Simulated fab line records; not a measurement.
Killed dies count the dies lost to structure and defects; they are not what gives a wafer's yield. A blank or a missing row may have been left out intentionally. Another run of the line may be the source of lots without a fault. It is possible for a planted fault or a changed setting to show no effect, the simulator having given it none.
The tool behind it: which one? / flow n5 finfet / 24 lots with 72 wafers sampled at 6 steps, on a route of 1938 steps

WHAT THE GAUGES SHOWED, per wafer
N5_BEOL_M15_INSPECT_55: inspects for defects (darkfield). Usual: raw defect count at 73, with a standard deviation of 22.
lot=L074; measured=day 11 13:22; on=defect inspect-02; raw defect count=89 87 74; flag=
lot=L075; measured=day 11 14:27; on=defect inspect-01; raw defect count=37 52 38; flag=
lot=L076; measured=day 12 01:38; on=defect inspect-02; raw defect count=63 86 50; flag=
lot=L077; measured=day 12 03:47; on=defect inspect-02; raw defect count=130 140 108; flag=
lot=L078; measured=day 12 18:49; on=defect inspect-01; raw defect count=45 78 59; flag=
lot=L079; measured=day 12 19:11; on=defect inspect-02; raw defect count=47 66 80; flag=
lot=L081; measured=day 12 20:26; on=defect inspect-01; raw defect count=78 65 54; flag=
lot=L080; measured=day 13 00:49; on=defect inspect-02; raw defect count=103 83 66; flag=
lot=L083; measured=day 13 04:14; on=defect inspect-02; raw defect count=92 46 96; flag=
lot=L082; measured=day 13 05:19; on=defect inspect-02; raw defect count=75 82 43; flag=
lot=L084; measured=day 13 22:11; on=defect inspect-02; raw defect count=49 71 43; flag=
lot=L086; measured=day 14 11:11; on=defect inspect-01; raw defect count=93 109 94; flag=
lot=L087; measured=day 14 16:44; on=defect inspect-02; raw defect count=77 90 95; flag=
lot=L085; measured=day 14 17:52; on=defect inspect-02; raw defect count=61 75 94; flag=
lot=L088; measured=day 14 19:22; on=defect inspect-01; raw defect count=90 67 69; flag=
lot=L089; measured=day 15 02:23; on=defect inspect-01; raw defect count=79 60 62; flag=
lot=L090; measured=day 15 20:44; on=defect inspect-02; raw defect count=62 87 101; flag=
lot=L091; measured=day 15 21:18; on=defect inspect-02; raw defect count=64 71 68; flag=
lot=L092; measured=day 16 09:17; on=defect inspect-01; raw defect count=86 94 95; flag=
lot=L093; measured=day 16 15:02; on=defect inspect-01; raw defect count=64 80 57; flag=
lot=L094; measured=day 16 20:53; on=defect inspect-01; raw defect count=66 51 34; flag=
lot=L096; measured=day 17 01:32; on=defect inspect-01; raw defect count=53 48 57; flag=
lot=L097; measured=day 17 07:00; on=defect inspect-01; raw defect count=44 58 58; flag=
lot=L095; measured=day 17 07:40; on=defect inspect-01; raw defect count=74 75 65; flag=

N5_MIM_TOP_LITHO_OVL_MEAS_11. Usual: MIM_TOP_OVL typically reads 3 nm, with standard deviation 6.
lot=L074; measured=day 11 18:25; on=overlay-02; MIM_TOP_OVL (nm)=5 -14 -6; flag=
lot=L075; measured=day 11 19:31; on=overlay-01; MIM_TOP_OVL (nm)=15 -2 -1; flag=
lot=L076; measured=day 12 04:46; on=overlay-01; MIM_TOP_OVL (nm)=2 -3 1; flag=
lot=L077; measured=day 12 06:39; on=overlay-01; MIM_TOP_OVL (nm)=-5 8 10; flag=
lot=L078; measured=day 12 21:44; on=overlay-01; MIM_TOP_OVL (nm)=1 6 5; flag=
lot=L079; measured=day 12 22:01; on=overlay-01; MIM_TOP_OVL (nm)=7 -2 8; flag=
lot=L081; measured=day 12 23:07; on=overlay-01; MIM_TOP_OVL (nm)=-1 2 -7; flag=
lot=L080; measured=day 13 03:49; on=overlay-02; MIM_TOP_OVL (nm)=3 -8 0; flag=
lot=L083; measured=day 13 07:07; on=overlay-02; MIM_TOP_OVL (nm)=-2 7 0; flag=
lot=L082; measured=day 13 09:56; on=overlay-02; MIM_TOP_OVL (nm)=6 1 16; flag=
lot=L084; measured=day 14 00:50; on=overlay-01; MIM_TOP_OVL (nm)=5 -3 -1; flag=
lot=L086; measured=day 14 15:10; on=overlay-02; MIM_TOP_OVL (nm)=-4 7 7; flag=
lot=L087; measured=day 14 22:03; on=overlay-01; MIM_TOP_OVL (nm)=-4 -4 4; flag=
lot=L085; measured=day 14 22:13; on=overlay-01; MIM_TOP_OVL (nm)=3 4 2; flag=
lot=L088; measured=day 15 00:26; on=overlay-01; MIM_TOP_OVL (nm)=12 10 17; flag=
lot=L089; measured=day 15 06:45; on=overlay-02; MIM_TOP_OVL (nm)=-4 2 -7; flag=
lot=L090; measured=day 16 04:07; on=overlay-02; MIM_TOP_OVL (nm)=5 14 3; flag=
lot=L091; measured=day 16 06:20; on=overlay-01; MIM_TOP_OVL (nm)=8 -9 15; flag=
lot=L092; measured=day 16 13:46; on=overlay-02; MIM_TOP_OVL (nm)=-1 5 11; flag=
lot=L093; measured=day 16 19:14; on=overlay-01; MIM_TOP_OVL (nm)=4 9 6; flag=
lot=L094; measured=day 17 00:35; on=overlay-02; MIM_TOP_OVL (nm)=1 -6 9; flag=
lot=L096; measured=day 17 04:35; on=overlay-02; MIM_TOP_OVL (nm)=11 -3 9; flag=
lot=L097; measured=day 17 10:28; on=overlay-01; MIM_TOP_OVL (nm)=2 0 1; flag=
lot=L095; measured=day 17 11:31; on=overlay-02; MIM_TOP_OVL (nm)=2 9 6; flag=

N5_MIM_BOT_LITHO_CD_MEAS_08: target cd 3000 nm. Usual: cd nm at 3000.4 nm, with a standard deviation of 2.3.
lot=L074; measured=day 11 19:12; on=cd sem-02; cd nm (nm)=2996.9 3001.9 2998.2; flag=
lot=L075; measured=day 11 20:14; on=cd sem-03; cd nm (nm)=2999.9 3003.8 2998.5; flag=
lot=L076; measured=day 12 05:37; on=cd sem-02; cd nm (nm)=3002.0 3000.8 2997.3; flag=
lot=L077; measured=day 12 07:22; on=cd sem-03; cd nm (nm)=3000.9 2998.6 3000.3; flag=
lot=L078; measured=day 12 22:29; on=cd sem-01; cd nm (nm)=2998.1 3000.8 3000.9; flag=
lot=L079; measured=day 12 22:51; on=cd sem-03; cd nm (nm)=3002.4 3002.9 3003.6; flag=
lot=L081; measured=day 13 00:19; on=cd sem-01; cd nm (nm)=3000.0 2999.4 3001.2; flag=
lot=L080; measured=day 13 04:40; on=cd sem-01; cd nm (nm)=3003.7 3001.7 2998.3; flag=
lot=L083; measured=day 13 07:49; on=cd sem-01; cd nm (nm)=2997.4 3001.8 2998.1; flag=
lot=L082; measured=day 13 10:50; on=cd sem-03; cd nm (nm)=3002.0 3004.0 3000.1; flag=
lot=L084; measured=day 14 01:49; on=cd sem-03; cd nm (nm)=2998.4 2999.3 3001.7; flag=
lot=L086; measured=day 14 16:08; on=cd sem-03; cd nm (nm)=3003.5 3000.0 3001.5; flag=
lot=L087; measured=day 14 22:46; on=cd sem-03; cd nm (nm)=3002.1 2998.3 2995.9; flag=
lot=L085; measured=day 14 23:05; on=cd sem-03; cd nm (nm)=2999.9 3001.6 3001.8; flag=
lot=L088; measured=day 15 01:17; on=cd sem-01; cd nm (nm)=3000.8 3001.0 3001.5; flag=
lot=L089; measured=day 15 07:41; on=cd sem-01; cd nm (nm)=3004.7 2999.1 3005.7; flag=
lot=L090; measured=day 16 04:49; on=cd sem-02; cd nm (nm)=2997.4 2998.2 2998.0; flag=
lot=L091; measured=day 16 07:48; on=cd sem-02; cd nm (nm)=2997.6 2997.8 3002.0; flag=
lot=L092; measured=day 16 14:35; on=cd sem-02; cd nm (nm)=3001.0 3000.0 2998.8; flag=
lot=L093; measured=day 16 20:00; on=cd sem-03; cd nm (nm)=2999.7 3002.3 2999.3; flag=
lot=L094; measured=day 17 01:26; on=cd sem-03; cd nm (nm)=2998.5 2998.2 2995.9; flag=
lot=L096; measured=day 17 05:17; on=cd sem-02; cd nm (nm)=3002.7 2999.2 2996.3; flag=
lot=L097; measured=day 17 11:19; on=cd sem-02; cd nm (nm)=2999.7 2995.5 2999.9; flag=
lot=L095; measured=day 17 12:19; on=cd sem-01; cd nm (nm)=2999.9 2998.0 2996.4; flag=

TOOL THAT RAN EACH LOT (tool first, then ch and the chambers of the sampled wafers, then the start)
lot=L074; N5_BEOL_M14_PRE_CLEAN_42=pvd sputter-02, day 11 04:34; N5_BEOL_M15_ETCH_59=rie diel-02 ch 1,3, day 11 06:46; N5_BEOL_M15_SPUTTER_43=pvd sputter-01, day 11 12:06
lot=L075; N5_BEOL_M14_PRE_CLEAN_42=pvd sputter-01, day 11 05:31; N5_BEOL_M15_ETCH_59=rie diel-03 ch 0,2,3, day 11 07:53; N5_BEOL_M15_SPUTTER_43=pvd sputter-02, day 11 12:47
lot=L076; N5_BEOL_M14_PRE_CLEAN_42=pvd sputter-02, day 11 18:46; N5_BEOL_M15_ETCH_59=rie diel-01 ch 0,1,3, day 11 20:52; N5_BEOL_M15_SPUTTER_43=pvd sputter-03, day 12 00:13
lot=L077; N5_BEOL_M14_PRE_CLEAN_42=pvd sputter-01, day 11 19:39; N5_BEOL_M15_ETCH_59=rie diel-03 ch 1,2,3, day 11 21:44; N5_BEOL_M15_SPUTTER_43=pvd sputter-02, day 12 02:23
lot=L078; N5_BEOL_M14_PRE_CLEAN_42=pvd sputter-02, day 12 11:27; N5_BEOL_M15_ETCH_59=rie diel-03 ch 0,2,3, day 12 13:35; N5_BEOL_M15_SPUTTER_43=pvd sputter-01, day 12 17:33
lot=L079; N5_BEOL_M14_PRE_CLEAN_42=pvd sputter-03, day 12 11:53; N5_BEOL_M15_ETCH_59=rie diel-02 ch 1,3, day 12 14:03; N5_BEOL_M15_SPUTTER_43=pvd sputter-01, day 12 17:52
lot=L081; N5_BEOL_M14_PRE_CLEAN_42=pvd sputter-02, day 12 12:19; N5_BEOL_M15_ETCH_59=rie diel-02 ch 1,3, day 12 14:30; N5_BEOL_M15_SPUTTER_43=pvd sputter-02, day 12 18:55
lot=L080; N5_BEOL_M14_PRE_CLEAN_42=pvd sputter-01, day 12 18:53; N5_BEOL_M15_ETCH_59=rie diel-02 ch 1,2,3, day 12 21:01; N5_BEOL_M15_SPUTTER_43=pvd sputter-01, day 12 23:33
lot=L083; N5_BEOL_M14_PRE_CLEAN_42=pvd sputter-02, day 12 19:22; N5_BEOL_M15_ETCH_59=rie diel-02 ch 1,2, day 12 21:40; N5_BEOL_M15_SPUTTER_43=pvd sputter-02, day 13 02:35
lot=L082; N5_BEOL_M14_PRE_CLEAN_42=pvd sputter-01, day 12 19:55; N5_BEOL_M15_ETCH_59=rie diel-01 ch 0,1,3, day 12 22:22; N5_BEOL_M15_SPUTTER_43=pvd sputter-01, day 13 03:56
lot=L084; N5_BEOL_M14_PRE_CLEAN_42=pvd sputter-01, day 13 11:34; N5_BEOL_M15_ETCH_59=rie diel-01 ch 1,3, day 13 14:01; N5_BEOL_M15_SPUTTER_43=pvd sputter-01, day 13 20:46
lot=L086; N5_BEOL_M14_PRE_CLEAN_42=pvd sputter-02, day 14 02:15; N5_BEOL_M15_ETCH_59=rie diel-02 ch 1,2,3, day 14 04:27; N5_BEOL_M15_SPUTTER_43=pvd sputter-01, day 14 09:55
lot=L087; N5_BEOL_M14_PRE_CLEAN_42=pvd sputter-03, day 14 09:56; N5_BEOL_M15_ETCH_59=rie diel-03 ch 1,3, day 14 11:56; N5_BEOL_M15_SPUTTER_43=pvd sputter-03, day 14 15:28
lot=L085; N5_BEOL_M14_PRE_CLEAN_42=pvd sputter-03, day 14 10:22; N5_BEOL_M15_ETCH_59=rie diel-02 ch 0,1,3, day 14 12:28; N5_BEOL_M15_SPUTTER_43=pvd sputter-03, day 14 16:25
lot=L088; N5_BEOL_M14_PRE_CLEAN_42=pvd sputter-02, day 14 11:42; N5_BEOL_M15_ETCH_59=rie diel-03 ch 2,3, day 14 14:08; N5_BEOL_M15_SPUTTER_43=pvd sputter-01, day 14 18:07
lot=L089; N5_BEOL_M14_PRE_CLEAN_42=pvd sputter-03, day 14 18:57; N5_BEOL_M15_ETCH_59=rie diel-03 ch 1,3, day 14 21:19; N5_BEOL_M15_SPUTTER_43=pvd sputter-03, day 15 00:31
lot=L090; N5_BEOL_M14_PRE_CLEAN_42=pvd sputter-03, day 15 08:14; N5_BEOL_M15_ETCH_59=rie diel-01 ch 0,3, day 15 13:12; N5_BEOL_M15_SPUTTER_43=pvd sputter-01, day 15 18:25
lot=L091; N5_BEOL_M14_PRE_CLEAN_42=pvd sputter-03, day 15 08:33; N5_BEOL_M15_ETCH_59=rie diel-02 ch 1,3, day 15 13:40; N5_BEOL_M15_SPUTTER_43=pvd sputter-02, day 15 18:35
lot=L092; N5_BEOL_M14_PRE_CLEAN_42=pvd sputter-01, day 15 18:03; N5_BEOL_M15_ETCH_59=rie diel-02 ch 1,3, day 15 21:21; N5_BEOL_M15_SPUTTER_43=pvd sputter-03, day 16 07:10
lot=L093; N5_BEOL_M14_PRE_CLEAN_42=pvd sputter-01, day 16 07:43; N5_BEOL_M15_ETCH_59=rie diel-01 ch 0,1,2, day 16 10:22; N5_BEOL_M15_SPUTTER_43=pvd sputter-03, day 16 13:46
lot=L094; N5_BEOL_M14_PRE_CLEAN_42=pvd sputter-02, day 16 13:47; N5_BEOL_M15_ETCH_59=rie diel-01 ch 0,2,3, day 16 16:05; N5_BEOL_M15_SPUTTER_43=pvd sputter-01, day 16 19:10
lot=L096; N5_BEOL_M14_PRE_CLEAN_42=pvd sputter-03, day 16 18:58; N5_BEOL_M15_ETCH_59=rie diel-01 ch 0,1, day 16 21:10; N5_BEOL_M15_SPUTTER_43=pvd sputter-02, day 17 00:16
lot=L097; N5_BEOL_M14_PRE_CLEAN_42=pvd sputter-02, day 16 19:18; N5_BEOL_M15_ETCH_59=rie diel-02 ch 0,1,3, day 16 22:22; N5_BEOL_M15_SPUTTER_43=pvd sputter-01, day 17 03:19
lot=L095; N5_BEOL_M14_PRE_CLEAN_42=pvd sputter-02, day 16 23:31; N5_BEOL_M15_ETCH_59=rie diel-01 ch 1,2, day 17 01:29; N5_BEOL_M15_SPUTTER_43=pvd sputter-03, day 17 03:55
- N5_BEOL_M14_PRE_CLEAN_42: time 30 s.
- N5_BEOL_M15_ETCH_59: etches BARC in N2/H2, target depth 89 nm, overetch 26.7 nm, time 67.9 s.
- N5_BEOL_M15_SPUTTER_43: material TaN, target thk 15 nm, time 24.19 s.

AS READ BY THE TOOLS THEMSELVES (means over the sampled wafers that have a number; for cases with no such wafer, the mark the record gives instead)
N5_BEOL_M14_PRE_CLEAN_42. Usual: heater power w at 461 W, with a standard deviation of 35.
lot=L074; tool=pvd sputter-02; heater power w (W)=497; flag=
lot=L075; tool=pvd sputter-01; heater power w (W)=467; flag=
lot=L076; tool=pvd sputter-02; heater power w (W)=478; flag=
lot=L077; tool=pvd sputter-01; heater power w (W)=471; flag=
lot=L078; tool=pvd sputter-02; heater power w (W)=479; flag=
lot=L079; tool=pvd sputter-03; heater power w (W)=443; flag=
lot=L081; tool=pvd sputter-02; heater power w (W)=482; flag=
lot=L080; tool=pvd sputter-01; heater power w (W)=447; flag=
lot=L083; tool=pvd sputter-02; heater power w (W)=477; flag=
lot=L082; tool=pvd sputter-01; heater power w (W)=471; flag=
lot=L084; tool=pvd sputter-01; heater power w (W)=468; flag=
lot=L086; tool=pvd sputter-02; heater power w (W)=484; flag=
lot=L087; tool=pvd sputter-03; heater power w (W)=425; flag=
lot=L085; tool=pvd sputter-03; heater power w (W)=444; flag=
lot=L088; tool=pvd sputter-02; heater power w (W)=478; flag=
lot=L089; tool=pvd sputter-03; heater power w (W)=454; flag=
lot=L090; tool=pvd sputter-03; heater power w (W)=429; flag=
lot=L091; tool=pvd sputter-03; heater power w (W)=408; flag=
lot=L092; tool=pvd sputter-01; heater power w (W)=474; flag=
lot=L093; tool=pvd sputter-01; heater power w (W)=441; flag=
lot=L094; tool=pvd sputter-02; heater power w (W)=502; flag=
lot=L096; tool=pvd sputter-03; heater power w (W)=422; flag=
lot=L097; tool=pvd sputter-02; heater power w (W)=494; flag=
lot=L095; tool=pvd sputter-02; heater power w (W)=480; flag=

N5_BEOL_M15_ETCH_59. Usual: drypump motor current A 5.9 A, standard deviation 0.45; oes product au 0.66 a.u., standard deviation 0.068; rf vpp V 524.9 V, standard deviation 2; showerhead plenum p Torr 2.58 Torr, standard deviation 0.07; throttle valve pct 17.84 %, standard deviation 0.22.
lot=L074; tool=rie diel-02; drypump motor current A (A)=5.6; oes product au (a.u.)=0.74; rf vpp V (V)=526.4; showerhead plenum p Torr (Torr)=2.66; throttle valve pct (%)=17.57; flag=
lot=L075; tool=rie diel-03; drypump motor current A (A)=5.9; oes product au (a.u.)=0.66; rf vpp V (V)=524.1; showerhead plenum p Torr (Torr)=2.56; throttle valve pct (%)=17.95; flag=
lot=L076; tool=rie diel-01; drypump motor current A (A)=6.0; oes product au (a.u.)=0.69; rf vpp V (V)=525.2; showerhead plenum p Torr (Torr)=2.58; throttle valve pct (%)=17.79; flag=
lot=L077; tool=rie diel-03; drypump motor current A (A)=5.6; oes product au (a.u.)=0.65; rf vpp V (V)=524.5; showerhead plenum p Torr (Torr)=2.58; throttle valve pct (%)=17.91; flag=
lot=L078; tool=rie diel-03; drypump motor current A (A)=5.9; oes product au (a.u.)=0.65; rf vpp V (V)=523.9; showerhead plenum p Torr (Torr)=2.55; throttle valve pct (%)=17.95; flag=
lot=L079; tool=rie diel-02; drypump motor current A (A)=5.7; oes product au (a.u.)=0.71; rf vpp V (V)=525.5; showerhead plenum p Torr (Torr)=2.65; throttle valve pct (%)=17.62; flag=
lot=L081; tool=rie diel-02; drypump motor current A (A)=5.7; oes product au (a.u.)=0.67; rf vpp V (V)=524.6; showerhead plenum p Torr (Torr)=2.59; throttle valve pct (%)=17.65; flag=
lot=L080; tool=rie diel-02; drypump motor current A (A)=5.9; oes product au (a.u.)=0.66; rf vpp V (V)=525.9; showerhead plenum p Torr (Torr)=2.59; throttle valve pct (%)=17.84; flag=
lot=L083; tool=rie diel-02; drypump motor current A (A)=6.2; oes product au (a.u.)=0.61; rf vpp V (V)=522.6; showerhead plenum p Torr (Torr)=2.53; throttle valve pct (%)=18.08; flag=
lot=L082; tool=rie diel-01; drypump motor current A (A)=6.0; oes product au (a.u.)=0.68; rf vpp V (V)=526.0; showerhead plenum p Torr (Torr)=2.58; throttle valve pct (%)=17.80; flag=
lot=L084; tool=rie diel-01; drypump motor current A (A)=6.1; oes product au (a.u.)=0.66; rf vpp V (V)=526.0; showerhead plenum p Torr (Torr)=2.61; throttle valve pct (%)=17.76; flag=
lot=L086; tool=rie diel-02; drypump motor current A (A)=6.0; oes product au (a.u.)=0.65; rf vpp V (V)=526.1; showerhead plenum p Torr (Torr)=2.58; throttle valve pct (%)=17.87; flag=
lot=L087; tool=rie diel-03; drypump motor current A (A)=6.0; oes product au (a.u.)=0.60; rf vpp V (V)=526.0; showerhead plenum p Torr (Torr)=2.62; throttle valve pct (%)=18.12; flag=
lot=L085; tool=rie diel-02; drypump motor current A (A)=5.5; oes product au (a.u.)=0.72; rf vpp V (V)=525.2; showerhead plenum p Torr (Torr)=2.60; throttle valve pct (%)=17.60; flag=
lot=L088; tool=rie diel-03; drypump motor current A (A)=5.3; oes product au (a.u.)=0.67; rf vpp V (V)=522.9; showerhead plenum p Torr (Torr)=2.52; throttle valve pct (%)=17.81; flag=
lot=L089; tool=rie diel-03; drypump motor current A (A)=6.0; oes product au (a.u.)=0.59; rf vpp V (V)=526.2; showerhead plenum p Torr (Torr)=2.62; throttle valve pct (%)=18.12; flag=
lot=L090; tool=rie diel-01; drypump motor current A (A)=6.1; oes product au (a.u.)=0.63; rf vpp V (V)=523.5; showerhead plenum p Torr (Torr)=2.52; throttle valve pct (%)=17.93; flag=
lot=L091; tool=rie diel-02; drypump motor current A (A)=5.7; oes product au (a.u.)=0.65; rf vpp V (V)=524.2; showerhead plenum p Torr (Torr)=2.57; throttle valve pct (%)=17.70; flag=
lot=L092; tool=rie diel-02; drypump motor current A (A)=5.7; oes product au (a.u.)=0.68; rf vpp V (V)=526.9; showerhead plenum p Torr (Torr)=2.64; throttle valve pct (%)=17.65; flag=
lot=L093; tool=rie diel-01; drypump motor current A (A)=5.8; oes product au (a.u.)=0.66; rf vpp V (V)=526.0; showerhead plenum p Torr (Torr)=2.61; throttle valve pct (%)=17.77; flag=
lot=L094; tool=rie diel-01; drypump motor current A (A)=5.9; oes product au (a.u.)=0.62; rf vpp V (V)=524.4; showerhead plenum p Torr (Torr)=2.56; throttle valve pct (%)=17.86; flag=
lot=L096; tool=rie diel-01; drypump motor current A (A)=5.8; oes product au (a.u.)=0.69; rf vpp V (V)=525.3; showerhead plenum p Torr (Torr)=2.59; throttle valve pct (%)=17.82; flag=
lot=L097; tool=rie diel-02; drypump motor current A (A)=5.5; oes product au (a.u.)=0.70; rf vpp V (V)=524.8; showerhead plenum p Torr (Torr)=2.59; throttle valve pct (%)=17.63; flag=
lot=L095; tool=rie diel-01; drypump motor current A (A)=5.8; oes product au (a.u.)=0.62; rf vpp V (V)=525.8; showerhead plenum p Torr (Torr)=2.63; throttle valve pct (%)=17.71; flag=

N5_BEOL_M15_SPUTTER_43. Usual: chamber pressure pa 0.12 Pa, standard deviation 0.00024; throttle valve pct 29.6 %, standard deviation 0.94.
lot=L074; tool=pvd sputter-01; chamber pressure pa (Pa)=0.12; throttle valve pct (%)=29.3; flag=
lot=L075; tool=pvd sputter-02; chamber pressure pa (Pa)=0.12; throttle valve pct (%)=30.6; flag=
lot=L076; tool=pvd sputter-03; chamber pressure pa (Pa)=0.12; throttle valve pct (%)=30.0; flag=
lot=L077; tool=pvd sputter-02; chamber pressure pa (Pa)=0.12; throttle valve pct (%)=30.3; flag=
lot=L078; tool=pvd sputter-01; chamber pressure pa (Pa)=0.12; throttle valve pct (%)=29.8; flag=
lot=L079; tool=pvd sputter-01; chamber pressure pa (Pa)=0.12; throttle valve pct (%)=29.1; flag=
lot=L081; tool=pvd sputter-02; chamber pressure pa (Pa)=0.12; throttle valve pct (%)=30.5; flag=
lot=L080; tool=pvd sputter-01; chamber pressure pa (Pa)=0.12; throttle valve pct (%)=29.3; flag=
lot=L083; tool=pvd sputter-02; chamber pressure pa (Pa)=0.12; throttle valve pct (%)=29.9; flag=
lot=L082; tool=pvd sputter-01; chamber pressure pa (Pa)=0.12; throttle valve pct (%)=29.2; flag=
lot=L084; tool=pvd sputter-01; chamber pressure pa (Pa)=0.12; throttle valve pct (%)=29.7; flag=
lot=L086; tool=pvd sputter-01; chamber pressure pa (Pa)=0.12; throttle valve pct (%)=29.7; flag=
lot=L087; tool=pvd sputter-03; chamber pressure pa (Pa)=0.12; throttle valve pct (%)=29.1; flag=
lot=L085; tool=pvd sputter-03; chamber pressure pa (Pa)=0.12; throttle valve pct (%)=29.8; flag=
lot=L088; tool=pvd sputter-01; chamber pressure pa (Pa)=0.12; throttle valve pct (%)=29.2; flag=
lot=L089; tool=pvd sputter-03; chamber pressure pa (Pa)=0.12; throttle valve pct (%)=29.0; flag=
lot=L090; tool=pvd sputter-01; chamber pressure pa (Pa)=0.12; throttle valve pct (%)=29.0; flag=
lot=L091; tool=pvd sputter-02; chamber pressure pa (Pa)=0.12; throttle valve pct (%)=30.1; flag=
lot=L092; tool=pvd sputter-03; chamber pressure pa (Pa)=0.12; throttle valve pct (%)=30.0; flag=
lot=L093; tool=pvd sputter-03; chamber pressure pa (Pa)=0.12; throttle valve pct (%)=29.8; flag=
lot=L094; tool=pvd sputter-01; chamber pressure pa (Pa)=0.12; throttle valve pct (%)=29.6; flag=
lot=L096; tool=pvd sputter-02; chamber pressure pa (Pa)=0.12; throttle valve pct (%)=30.4; flag=
lot=L097; tool=pvd sputter-01; chamber pressure pa (Pa)=0.12; throttle valve pct (%)=29.7; flag=
lot=L095; tool=pvd sputter-03; chamber pressure pa (Pa)=0.12; throttle valve pct (%)=30.0; flag=

THE ANSWER, worked out from the rows above alone
Rule: take the mean of a lot's wafers that have a number; if it is more than 3 standard deviations from the usual mean, the lot is off. Also off: a lot with no number at a reading for which 4 or more lots have one. Any other lot the step has rows for is counted as sound. First the gauges in route order, then the tools' own readings, where a lot's mean is used as printed above. At the first step where some lot is off, the reading lying furthest off is the one used; lots without a number count as furthest.
Across all readings shown, no lot is off: no conclusion can be drawn from this.

WHAT THE SIMULATOR HAD INSERTED
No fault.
